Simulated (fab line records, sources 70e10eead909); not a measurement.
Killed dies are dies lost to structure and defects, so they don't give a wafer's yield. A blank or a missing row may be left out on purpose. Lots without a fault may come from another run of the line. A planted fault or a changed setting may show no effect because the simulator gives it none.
Which tool did it? | flow nand_harc | 24 lots, 72 wafers sampled, at 3 steps of a route of 1302

WHAT THE GAUGES READ, wafer by wafer
NHARC_A_SGD_CUT_THK_MEAS_22: measures by ellipsometry.
lot  | measured     | on            | thk_nm (nm)
L075 | day 19 06:11 | film_metro-02 | 149.9 148.4 150.1
L074 | day 19 06:11 | film_metro-01 | 148.1 147.2 148.4
L076 | day 20 15:34 | film_metro-01 | 151.0 149.1 150.3
L078 | day 20 22:25 | film_metro-02 | 150.1 148.5 148.4
L077 | day 20 22:25 | film_metro-01 | 147.6 149.3 149.8
L079 | day 21 01:54 | film_metro-02 | 148.0 146.6 148.9
L081 | day 22 08:00 | film_metro-01 | 149.3 148.2 148.6
L080 | day 22 19:51 | film_metro-01 | 147.2 147.6 149.1
L082 | day 22 19:52 | film_metro-02 | 150.4 150.5 146.2
L083 | day 23 04:23 | film_metro-02 | 149.0 148.1 149.0
L085 | day 24 02:52 | film_metro-01 | 148.0 149.7 147.8
L086 | day 24 21:47 | film_metro-01 | 148.7 148.6 149.1
L087 | day 24 21:47 | film_metro-02 | 149.8 148.8 147.6
L084 | day 24 21:50 | film_metro-02 | 149.5 146.5 146.8
L088 | day 25 20:11 | film_metro-01 | 143.7 144.2 148.0
L090 | day 25 20:10 | film_metro-02 | 146.5 147.7 145.1
L091 | day 25 20:17 | film_metro-02 | 149.6 148.4 147.5
L089 | day 26 09:35 | film_metro-01 | 149.0 149.5 149.8
L092 | day 27 01:19 | film_metro-01 | 148.3 148.7 148.2
L095 | day 28 00:37 | film_metro-02 | 150.6 150.4 147.6
L094 | day 28 00:37 | film_metro-01 | 148.1 146.4 145.0
L093 | day 28 00:37 | film_metro-02 | 148.9 149.8 148.7
L096 | day 28 16:16 | film_metro-02 | 145.5 145.5 147.8
L097 | day 28 21:33 | film_metro-02 | 148.1 151.6 147.6

WHICH TOOL RAN EACH LOT (tool, then ch and the chambers of the sampled wafers, then the start)
lot  | NHARC_A_SGD_CUT_DESCUM_14          | NHARC_A_SGD_CUT_ETCH_59
L075 | rie_diel-02 ch 0,2,3, day 19 00:11 | rie_diel-02 ch 0,2,3, day 19 06:11 or earlier
L074 | rie_diel-02 ch 0,1,2, day 19 01:06 | rie_diel-02 ch 1,3, day 19 06:11 or earlier
L076 | rie_diel-12 ch 1,2, day 20 09:33   | rie_diel-12 ch 0,2, day 20 15:34 or earlier
L078 | rie_diel-02 ch 0,1,2, day 20 16:04 | rie_diel-02 ch 0,2,3, day 20 22:25 or earlier
L077 | rie_diel-06 ch 1,2, day 20 16:25   | rie_diel-06 ch 0,1,3, day 20 22:25 or earlier
L079 | rie_diel-02 ch 0,3, day 20 19:19   | rie_diel-02 ch 0,1, day 21 01:54 or earlier
L081 | rie_diel-06 ch 1,2, day 22 01:34   | rie_diel-06 ch 0,1,2, day 22 08:00 or earlier
L080 | rie_diel-02 ch 0,3, day 22 13:28   | rie_diel-02 ch 1,2, day 22 19:51 or earlier
L082 | rie_diel-06 ch 0,1,2, day 22 13:46 | rie_diel-06 ch 0,1,2, day 22 19:52 or earlier
L083 | rie_diel-12 ch 0,3, day 22 22:05   | rie_diel-12 ch 0,2,3, day 23 04:23 or earlier
L085 | rie_diel-06 ch 1,2,3, day 23 20:44 | rie_diel-06 ch 0,1,2, day 24 02:52 or earlier
L086 | rie_diel-02 ch 0,3, day 24 15:43   | rie_diel-02 ch 0,2,3, day 24 21:47 or earlier
L087 | rie_diel-12 ch 1,2, day 24 15:56   | rie_diel-12 ch 0,1,2, day 24 21:47 or earlier
L084 | rie_diel-06 ch 0,1,2, day 24 16:06 | rie_diel-06 ch 0,1,2, day 24 21:50 or earlier
L088 | rie_diel-06 ch 0,1,3, day 25 13:47 | rie_diel-06 ch 0,1,2, day 25 20:11 or earlier
L090 | rie_diel-02 ch 2,3, day 25 14:02   | rie_diel-02 ch 0,1,3, day 25 20:10 or earlier
L091 | rie_diel-06 ch 0,2,3, day 25 17:04 | rie_diel-06 ch 1,3, day 25 20:17 or earlier
L089 | rie_diel-12 ch 1,2, day 26 03:25   | rie_diel-12 ch 2,3, day 26 09:35 or earlier
L092 | rie_diel-06 ch 0,2,3, day 26 18:43 | rie_diel-06 ch 0,1, day 27 01:19 or earlier
L095 | rie_diel-02 ch 1,2, day 27 15:46   | rie_diel-02 ch 0,1,2, day 28 00:37 or earlier
L094 | rie_diel-06 ch 0,1,3, day 27 16:25 | rie_diel-06 ch 0,1,3, day 28 00:37 or earlier
L093 | rie_diel-02 ch 1,2,3, day 27 18:35 | rie_diel-02 ch 0,3, day 28 00:37 or earlier
L096 | rie_diel-02 ch 0,1, day 28 10:16   | rie_diel-02 ch 1,2,3, day 28 16:16 or earlier
L097 | rie_diel-12 ch 0,1,3, day 28 15:29 | rie_diel-12 ch 0,1,2, day 28 21:33 or earlier
- NHARC_A_SGD_CUT_DESCUM_14: chemistry O2, time 3 s.
- NHARC_A_SGD_CUT_ETCH_59: etches the open film in N2/H2, target depth 260 nm, time 406.25 s.

WHAT THE TOOLS THEMSELVES READ (means of the sampled wafers that have a number; where no wafer has one, the mark that the record gives instead)
NHARC_A_SGD_CUT_DESCUM_14.
lot  | tool        | drypump_motor_current_A (A) | oes_product_au (a.u.) | rf_vpp_V (V) | showerhead_plenum_p_Torr (Torr) | throttle_valve_pct (%)
L075 | rie_diel-02 | 6.1                         | 1.006                 | 58.3         | 1.94                            | 11.303
L074 | rie_diel-02 | 6.0                         | 1.007                 | 56.9         | 1.89                            | 11.310
L076 | rie_diel-12 | 5.3                         | 0.999                 | 58.1         | 1.90                            | 11.313
L078 | rie_diel-02 | 6.0                         | 1.007                 | 57.1         | 1.89                            | 11.315
L077 | rie_diel-06 | 5.6                         | 1.006                 | 57.0         | 1.86                            | 11.317
L079 | rie_diel-02 | 6.3                         | 1.001                 | 58.3         | 2.01                            | 11.313
L081 | rie_diel-06 | 5.7                         | 1.006                 | 58.5         | 1.94                            | 11.309
L080 | rie_diel-02 | 6.3                         | 1.009                 | 58.5         | 2.01                            | 11.303
L082 | rie_diel-06 | 5.9                         | 1.002                 | 57.6         | 1.85                            | 11.321
L083 | rie_diel-12 | 5.6                         | 1.001                 | 58.9         | 1.93                            | 11.310
L085 | rie_diel-06 | 5.5                         | 1.006                 | 57.4         | 1.90                            | 11.312
L086 | rie_diel-02 | 6.3                         | 1.002                 | 57.4         | 2.01                            | 11.311
L087 | rie_diel-12 | 5.1                         | 1.000                 | 56.9         | 1.93                            | 11.310
L084 | rie_diel-06 | 5.9                         | 0.995                 | 57.5         | 1.85                            | 11.303
L088 | rie_diel-06 | 5.7                         | 1.002                 | 57.5         | 1.82                            | 11.306
L090 | rie_diel-02 | 6.1                         | 0.998                 | 57.7         | 1.90                            | 11.308
L091 | rie_diel-06 | 5.8                         | 1.007                 | 58.3         | 1.90                            | 11.313
L089 | rie_diel-12 | 5.0                         | 0.997                 | 58.4         | 1.93                            | 11.316
L092 | rie_diel-06 | 5.8                         | 1.010                 | 57.3         | 1.90                            | 11.309
L095 | rie_diel-02 | 5.9                         | 1.010                 | 57.4         | 1.85                            | 11.308
L094 | rie_diel-06 | 5.8                         | 1.009                 | 57.7         | 1.82                            | 11.311
L093 | rie_diel-02 | 6.0                         | 1.010                 | 58.5         | 1.92                            | 11.305
L096 | rie_diel-02 | 5.9                         | 1.001                 | 57.7         | 1.91                            | 11.312
L097 | rie_diel-12 | 5.5                         | 1.007                 | 57.1         | 1.89                            | 11.304

NHARC_A_SGD_CUT_ETCH_59.
lot  | tool        | drypump_motor_current_A (A) | oes_product_au (a.u.) | rf_vpp_V (V) | showerhead_plenum_p_Torr (Torr) | throttle_valve_pct (%)
L075 | rie_diel-02 | 6.2                         | 1.008                 | 431          | 2.07                            | 14.171
L074 | rie_diel-02 | 6.0                         | 0.997                 | 431          | 2.06                            | 14.164
L076 | rie_diel-12 | 5.5                         | 0.997                 | 433          | 2.12                            | 14.171
L078 | rie_diel-02 | 6.1                         | 0.998                 | 431          | 2.07                            | 14.173
L077 | rie_diel-06 | 5.7                         | 1.001                 | 428          | 1.94                            | 14.177
L079 | rie_diel-02 | 6.1                         | 0.997                 | 431          | 2.06                            | 14.183
L081 | rie_diel-06 | 5.8                         | 1.004                 | 428          | 1.98                            | 14.177
L080 | rie_diel-02 | 5.9                         | 1.009                 | 429          | 1.98                            | 14.176
L082 | rie_diel-06 | 5.9                         | 1.008                 | 430          | 1.98                            | 14.172
L083 | rie_diel-12 | 5.3                         | 1.000                 | 430          | 2.04                            | 14.180
L085 | rie_diel-06 | 5.9                         | 1.006                 | 429          | 1.98                            | 14.171
L086 | rie_diel-02 | 6.2                         | 1.002                 | 432          | 2.07                            | 14.170
L087 | rie_diel-12 | 5.4                         | 1.003                 | 432          | 2.07                            | 14.173
L084 | rie_diel-06 | 5.9                         | 0.998                 | 429          | 1.98                            | 14.176
L088 | rie_diel-06 | 5.9                         | 1.005                 | 428          | 1.97                            | 14.175
L090 | rie_diel-02 | 6.1                         | 0.991                 | 432          | 2.09                            | 14.179
L091 | rie_diel-06 | 5.5                         | 0.996                 | 428          | 1.93                            | 14.169
L089 | rie_diel-12 | 5.0                         | 0.998                 | 430          | 2.02                            | 14.169
L092 | rie_diel-06 | 6.1                         | 1.013                 | 426          | 1.88                            | 14.176
L095 | rie_diel-02 | 6.0                         | 1.002                 | 429          | 2.01                            | 14.174
L094 | rie_diel-06 | 5.7                         | 1.008                 | 428          | 1.93                            | 14.177
L093 | rie_diel-02 | 6.3                         | 0.998                 | 433          | 2.12                            | 14.178
L096 | rie_diel-02 | 6.1                         | 1.004                 | 430          | 2.04                            | 14.171
L097 | rie_diel-12 | 5.4                         | 1.005                 | 431          | 2.07                            | 14.168

THE ANSWER, worked out from the rows above alone
Rule: what is usual is taken from the lots themselves. Put in order of their means at a reading, lots are off if they are a third of the lots or fewer, leave a main group of 4 or more, and stand apart from it by a gap of 3 or more times the standard deviation of the main group's means; of several such gaps the widest counts. A main group whose means are all the same, to the digits that the tables above print for the reading, isn't used. A lot without any number at a reading at which 4 lots or more have one is off too. The other lots that the step has rows for count as sound. The gauges are gone through in route order, then the tools' own readings, and for those a lot's mean is taken as printed above. The first step at which some lot is off is used, and at that step the reading that is off furthest; a lot without a number counts as furthest.
No lot is off at any reading shown: from this, nothing can be told.

WHAT THE SIMULATOR HAD PUT IN
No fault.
